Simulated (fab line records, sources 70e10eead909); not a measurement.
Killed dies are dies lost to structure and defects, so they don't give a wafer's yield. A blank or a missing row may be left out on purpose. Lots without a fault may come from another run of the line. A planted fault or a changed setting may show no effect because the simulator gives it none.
A struck lot beside a sound one | flow nand_harc | 38 steps out of a route of 1302
Sound: wafers L258.1, L258.4, L258.5. Struck: wafers L245.1, L245.4, L245.5. The cause comes at the end.
At each step with rows: each side's tool, then ch and its chambers, then its first start. Under that, the readings that differ: sound wafers | struck wafers | difference of the means | sigmas: that difference in standard deviations of wafers without a fault.
alike: readings whose means differ by less than 2 such deviations, and words and numbers that are the same on both sides. not compared: withheld readings, readings that some wafer has no value for, bounds like >300 that may hide the same value, and numbers for which the record gives no deviation and whose values overlap.
The two part at a step that has a row with sigmas, a row that says differs or no value, or rows on one side only. Numbers that don't overlap but have no deviation are shown without sigmas and don't part them. A reading that every wafer of one side lacks parts them only if that side has two wafers or more.

first, 9 steps without rows for these wafers: NHARC_A_CHANNEL_HOLE_D2_DEP_00 (deposits aC, target thk 3100 nm); NHARC_A_CHANNEL_HOLE_D2_DEP_01 (deposits SiON, target thk 140 nm); NHARC_A_CHANNEL_HOLE_D2_DEHYDRATE_02 (time 120 s); NHARC_A_CHANNEL_HOLE_D2_HMDS_03 (time 30 s); NHARC_A_CHANNEL_HOLE_D2_COAT_36 (time 75 s); NHARC_A_CHANNEL_HOLE_D2_COAT_37 (time 65 s); NHARC_A_CHANNEL_HOLE_D2_COAT_04 (resist thk 90 nm); NHARC_A_CHANNEL_HOLE_D2_SOFTBAKE_05 (time 55 s); NHARC_A_CHANNEL_HOLE_D2_EBR_06.
NHARC_A_CHANNEL_HOLE_D2_EXPOSE_07: exposes mask HOLE D2, target cd 100 nm.
  sound on arfi_scanner-01 ch 0, day 21 15:16; struck on arfi_scanner-02 ch 0, day 16 12:53
  reading              | sound             | struck            | difference | sigmas
  exposure_dose_mJ_cm2 | 59.58 59.60 59.62 | 84.26 84.27 84.27 | +24.67     | +99 or more
  alike: mask
then, 2 steps without rows for these wafers: NHARC_A_CHANNEL_HOLE_D2_PEB_08 (peb time 65 s); NHARC_A_CHANNEL_HOLE_D2_DEVELOP_09 (develop time 35 s).
NHARC_A_CHANNEL_HOLE_D2_CD_MEAS_10: target cd 100 nm.
  sound on cd_sem-03 ch 0, day 21 15:25; struck on cd_sem-03 ch 0, day 16 13:02
  reading    | sound            | struck            | difference | sigmas
  cd_nm (nm) | 100.0 100.0 99.2 | 116.5 116.6 116.8 | +16.9      | +42
NHARC_A_CHANNEL_HOLE_D2_DESCUM_15: chemistry O2, time 3 s.
  sound on rie_diel-07 ch 1,2, day 21 15:36; struck on rie_diel-07 ch 1,2, day 16 13:15
  reading                            | sound           | struck            | difference | sigmas
  model.A_CHANNEL_HOLE_D2.cd_nm (nm) | 99.96 100 99.35 | 116.7 117.1 116.8 | +17.1      |
  alike: drypump_motor_current_A, oes_product_au, rf_vpp_V, showerhead_plenum_p_Torr, throttle_valve_pct
  not compared: rf_hours_counter_h
then, 4 steps without rows for these wafers: NHARC_A_CHANNEL_HOLE_D2_ETCH_38 (etches the open film in CF4, target depth 39 nm, time 65 s); NHARC_A_CHANNEL_HOLE_D2_ETCH_39 (etches the open film in N2/H2, target depth 260 nm, time 325 s); NHARC_A_CHANNEL_HOLE_D2_ETCH_34 (etches the open film in CF4/CHF3, target depth 154 nm, time 77 s); NHARC_A_CHANNEL_HOLE_D2_ETCH_16 (etches the open film in O2/COS, target depth 3100 nm, time 806 s).
NHARC_A_CHANNEL_HOLE_D2_CD_MEAS_18:
  sound on cd_sem-01, day 21 16:42; struck on cd_sem-02, day 16 14:21
  reading    | sound          | struck            | difference | sigmas
  cd_nm (nm) | 97.6 98.2 98.2 | 115.5 116.1 113.1 | +16.9      | +10
then, 12 steps without rows for these wafers: NHARC_A_CHANNEL_HOLE_D2_ETCH_19 (etches the open film in C4F8/O2/Ar, time 34.5 s); NHARC_A_CHANNEL_HOLE_D2_ETCH_20 (etches the open film in C4F8/O2/Ar, time 361.9 s, target depth 1600 nm); NHARC_A_CHANNEL_HOLE_D2_ETCH_21 (etches the open film in C4F8/O2/Ar, time 514.3 s, target depth 1600 nm); NHARC_A_CHANNEL_HOLE_D2_ETCH_22 (etches the open film in C4F8/O2/Ar, time 666.7 s, target depth 1600 nm); NHARC_A_CHANNEL_HOLE_D2_ETCH_23 (etches the open film in C4F8/O2/Ar, time 819 s, target depth 1600 nm); NHARC_A_CHANNEL_HOLE_D2_ETCH_24 (etches the open film in C4F8/O2/Ar, time 906.2 s, target depth 1500 nm); NHARC_A_CHANNEL_HOLE_D2_ETCH_25 (etches the open film in C4F8/O2/Ar, time 1040.2 s, target depth 1500 nm); NHARC_A_CHANNEL_HOLE_D2_ETCH_26 (etches the open film in C4F8/O2/Ar, time 224.1 s, target depth 300 nm); NHARC_A_CHANNEL_HOLE_D2_ETCH_27 (etches the open film in C4F8/O2/Ar, time 90 s, target depth 400 nm); NHARC_A_CHANNEL_HOLE_D2_STRIP_41 (strips in N2/H2); NHARC_A_CHANNEL_HOLE_D2_STRIP_42 (strips in CF4/CHF3); NHARC_A_CHANNEL_HOLE_D2_STRIP_43 (strips in O2/COS).
NHARC_A_CHANNEL_HOLE_D2_ETCH_44: etches the open film in CF4/O2, target depth 140 nm, overetch 14 nm, time 77 s.
  sound on rie_diel-08 ch 0,1,2, day 21 21:30; struck on rie_diel-08 ch 1,3, day 16 19:09
  reading                            | sound             | struck            | difference | sigmas
  model.A_CHANNEL_HOLE_D2.cd_nm (nm) | 89.53 89.52 88.52 | 104.1 104.6 105.6 | +15.6      |
  alike: drypump_motor_current_A, oes_product_au, rf_vpp_V, showerhead_plenum_p_Torr, throttle_valve_pct
  not compared: rf_hours_counter_h
then, 3 steps without rows for these wafers: NHARC_A_CHANNEL_HOLE_D2_STRIP_28 (strips in O2); NHARC_A_CHANNEL_HOLE_D2_PRECLEAN_29 (cleans in SC1); NHARC_A_CHANNEL_HOLE_D2_SRD_30.
NHARC_A_CHANNEL_HOLE_D2_CD_MEAS_31:
  sound on cd_sem-03, day 21 22:18; struck on cd_sem-01, day 16 19:56
  reading    | sound          | struck            | difference | sigmas
  cd_nm (nm) | 88.9 89.5 88.7 | 104.2 104.8 106.3 | +16.1      | +16
NHARC_A_CHANNEL_HOLE_D2_XSEM_32:
  sound on xsem-01 ch 0, day 21 22:23; struck on xsem-02 ch 0, day 16 20:02
  reading            | sound             | struck         | difference | sigmas
  bot_cd_nm (nm)     | 74.1 74.0 72.8    | 88.8 90.5 90.5 | +16.3      | +14
  tilt_deg (degrees) | -0.01 -0.01 -0.01 | 0.14 0.14 0.14 | +0.15      | +3
  alike: bow_nm
-- the record jumps here: 11 days lie between the struck wafers' starts before and after (it left off in module A_CHANNEL_HOLE_D2 and takes up again in module END, whose first step shown is number 1301 of the route) --
NHARC_END_WLT_00:
  sound on prober-01, day 33 00:29; struck on prober-02, day 27 19:40
  reading                           | sound             | struck            | difference | sigmas
  VT_DECK1_BOTTOM_INNER             | 0.862 0.862 0.870 | 0.877 0.881 0.875 | +0.013     | +2
  VT_DECK1_MEDIAN_NEAR_BOTTOM       | 0.862 0.867 0.869 | 0.874 0.878 0.886 | +0.013     | +2
  VT_DECK1_MEDIAN_NEAR_BOTTOM_INNER | 0.862 0.868 0.867 | 0.876 0.874 0.886 | +0.013     | +2
  VT_DECK1_MIDDLE                   | 0.868 0.877 0.879 | 0.890 0.898 0.883 | +0.016     | +2
  VT_DECK1_MIDDLE_INNER             | 0.879 0.881 0.880 | 0.899 0.890 0.891 | +0.013     | +2
  VT_DECK1_TOP                      | 0.895 0.883 0.883 | 0.906 0.903 0.908 | +0.019     | +3
  VT_DECK1_TOP_INNER                | 0.880 0.890 0.883 | 0.907 0.899 0.908 | +0.020     | +3
  VT_DECK2_BOTTOM                   | 0.860 0.866 0.856 | 0.914 0.921 0.919 | +0.057     | +8
  VT_DECK2_BOTTOM_INNER             | 0.863 0.867 0.869 | 0.926 0.910 0.916 | +0.051     | +7
  VT_DECK2_MEDIAN_NEAR_BOTTOM       | 0.862 0.860 0.856 | 0.911 0.916 0.922 | +0.057     | +8
  VT_DECK2_MEDIAN_NEAR_BOTTOM_INNER | 0.855 0.866 0.863 | 0.918 0.918 0.926 | +0.059     | +8
  VT_DECK2_MIDDLE                   | 0.878 0.872 0.866 | 0.927 0.937 0.933 | +0.060     | +8
  VT_DECK2_MIDDLE_INNER             | 0.877 0.882 0.874 | 0.935 0.924 0.933 | +0.053     | +7
  VT_DECK2_TOP                      | 0.897 0.877 0.890 | 0.946 0.939 0.933 | +0.051     | +7
  VT_DECK2_TOP_INNER                | 0.889 0.878 0.891 | 0.941 0.939 0.936 | +0.053     | +7
  alike: VT_DECK1_BOTTOM

WHERE THEY PART
First at NHARC_A_CHANNEL_HOLE_D2_EXPOSE_07; last, within this record, at NHARC_END_WLT_00.

WHY: what the simulator had put in
Process parameter drift: arfi_scanner-02, from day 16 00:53 on, at NHARC_A_CHANNEL_HOLE_D2_EXPOSE_07. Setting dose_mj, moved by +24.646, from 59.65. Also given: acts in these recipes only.
